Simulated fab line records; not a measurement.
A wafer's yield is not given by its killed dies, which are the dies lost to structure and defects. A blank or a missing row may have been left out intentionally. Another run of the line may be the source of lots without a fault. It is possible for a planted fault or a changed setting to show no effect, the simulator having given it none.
Matching of chambers | flow n5 finfet | rie diel-01 running N5_MOL_CONTACT_COAG_ETCH_15: 4 sister chambers
The step etches SiNx in CH3F/O2, stops on Si:P, target depth 7 nm. 20 wafers are shown with their chamber, then 10 later ones without.

WAFERS, EACH WITH ITS CHAMBER
wafer  | chamber | drypump motor current A (A) | throttle valve pct (%) | rf vpp V (V)
L074.1 | 3       | 5.2                         | 16.53                  | 294
L074.3 | 1       | 5.6                         | 16.46                  | 295
L074.5 | 2       | 5.0                         | 16.34                  | 304
L075.2 | 0       | 6.5                         | 16.19                  | 300
L075.3 | 1       | 5.6                         | 16.46                  | 297
L075.6 | 1       | 5.6                         | 16.45                  | 296
L076.1 | 3       | 5.2                         | 16.53                  | 294
L076.2 | 1       | 5.6                         | 16.47                  | 296
L076.4 | 2       | 5.0                         | 16.31                  | 304
L077.2 | 3       | 5.2                         | 16.55                  | 294
L077.5 | 1       | 5.6                         | 16.46                  | 296
L077.6 | 0       | 6.4                         | 16.19                  | 299
L079.1 | 1       | 5.6                         | 16.49                  | 296
L079.3 | 2       | 5.0                         | 16.34                  | 304
L079.5 | 2       | 4.9                         | 16.34                  | 304
L080.1 | 3       | 5.2                         | 16.55                  | 293
L080.3 | 2       | 5.0                         | 16.35                  | 305
L080.5 | 1       | 5.7                         | 16.47                  | 296
L081.2 | 3       | 5.2                         | 16.57                  | 294
L081.5 | 0       | 6.5                         | 16.21                  | 299

SIGNATURES (averages over the wafers above)
reading                 | chamber 0 | chamber 1 | chamber 2 | chamber 3 | scatter within a chamber
drypump motor current A | 6.467     | 5.614     | 4.980     | 5.200     | 0.0381
throttle valve pct      | 16.1967   | 16.4657   | 16.3360   | 16.5460   | 0.0143
rf vpp V                | 299.33    | 296.00    | 304.20    | 293.80    | 0.516
Rule: a wafer lies at a distance from a chamber equal to the root of the sum of squares, over the readings, of (its reading less the chamber's mean, divided by the reading's scatter). The wafer belongs to the nearest chamber; if the next one is less than 2 further off, it can't be placed. The scatter: the root of (the sum of the squares of (reading less its chamber's mean) over the shown wafers, divided by (wafers less chambers)).

WAFERS WITH NO CHAMBER GIVEN
wafer  | drypump motor current A (A) | throttle valve pct (%) | rf vpp V (V)
L081.6 | 5.6                         | 16.48                  | 295
L085.2 | 6.5                         | 16.23                  | 301
L085.3 | 5.0                         | 16.37                  | 306
L085.4 | 5.2                         | 16.57                  | 294
L092.1 | 6.5                         | 16.26                  | 298
L092.2 | 5.7                         | 16.53                  | 296
L092.6 | 6.5                         | 16.25                  | 301
L094.1 | 6.5                         | 16.26                  | 298
L094.2 | 5.7                         | 16.55                  | 297
L094.3 | 5.2                         | 16.63                  | 294

THE CHAMBER EACH PASSED THROUGH
wafer  | from the rows above | in truth
L081.6 | 1                   | 1
L085.2 | 0                   | 0
L085.3 | 2                   | 2
L085.4 | 3                   | 3
L092.1 | 0                   | 0
L092.2 | 1                   | 1
L092.6 | 0                   | 0
L094.1 | 0                   | 0
L094.2 | 1                   | 1
L094.3 | 3                   | 3
10 of 10 placed correctly. Not placeable from these rows: 0. Placed wrongly: 0.
